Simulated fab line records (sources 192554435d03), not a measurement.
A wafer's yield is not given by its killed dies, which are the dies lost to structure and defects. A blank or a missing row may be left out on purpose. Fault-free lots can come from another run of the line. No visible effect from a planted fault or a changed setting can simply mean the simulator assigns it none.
Matching of chambers / flow n5-finfet / N5_BEOL_M13_VIA_ETCH_16 on rie-diel-05: 4 sister chambers
The step etches SiOC in C4F8/O2/Ar, target depth 921.7 nm. 4 wafers are shown with their chamber, then 7 later ones without.

== EACH WAFER AND ITS CHAMBER ==
wafer=L082.1; chamber=0; showerhead-plenum-p-Torr (Torr)=3.28
wafer=L083.6; chamber=2; showerhead-plenum-p-Torr (Torr)=3.42
wafer=L088.1; chamber=3; showerhead-plenum-p-Torr (Torr)=3.54
wafer=L088.3; chamber=1; showerhead-plenum-p-Torr (Torr)=3.39

== WAFERS WITHOUT THEIR CHAMBER ==
wafer=L088.5; showerhead-plenum-p-Torr (Torr)=3.39
wafer=L089.1; showerhead-plenum-p-Torr (Torr)=3.54
wafer=L089.2; showerhead-plenum-p-Torr (Torr)=3.41
wafer=L089.6; showerhead-plenum-p-Torr (Torr)=3.27
wafer=L095.3; showerhead-plenum-p-Torr (Torr)=3.39
wafer=L095.4; showerhead-plenum-p-Torr (Torr)=3.41
wafer=L095.6; showerhead-plenum-p-Torr (Torr)=3.41

== THE CHAMBER EACH PASSED THROUGH ==
wafer=L088.5; from the rows above=1; in truth=1
wafer=L089.1; from the rows above=3; in truth=3
wafer=L089.2; from the rows above=can't be placed: 2 or 1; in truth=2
wafer=L089.6; from the rows above=0; in truth=0
wafer=L095.3; from the rows above=1; in truth=1
wafer=L095.4; from the rows above=can't be placed: 2 or 1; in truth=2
wafer=L095.6; from the rows above=can't be placed: 2 or 1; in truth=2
Placed correctly: 4 of 7. Not placeable from these rows: 3 (in 3, the candidates include the true chamber). Number placed wrongly: 0.
How it was worked out, from the rows above alone: a wafer's distance from a chamber is the root of the sum, over the readings, of the square of ((its reading less the chamber's mean) divided by the reading's scatter). The wafer belongs to the nearest chamber; if the next one is less than 2 further off, it can't be placed. Each chamber's mean is taken over the wafers shown for it. The scatter (one wafer shown for each chamber): square how far every hidden wafer sits from the nearest shown wafer, average those squares and take the square root.
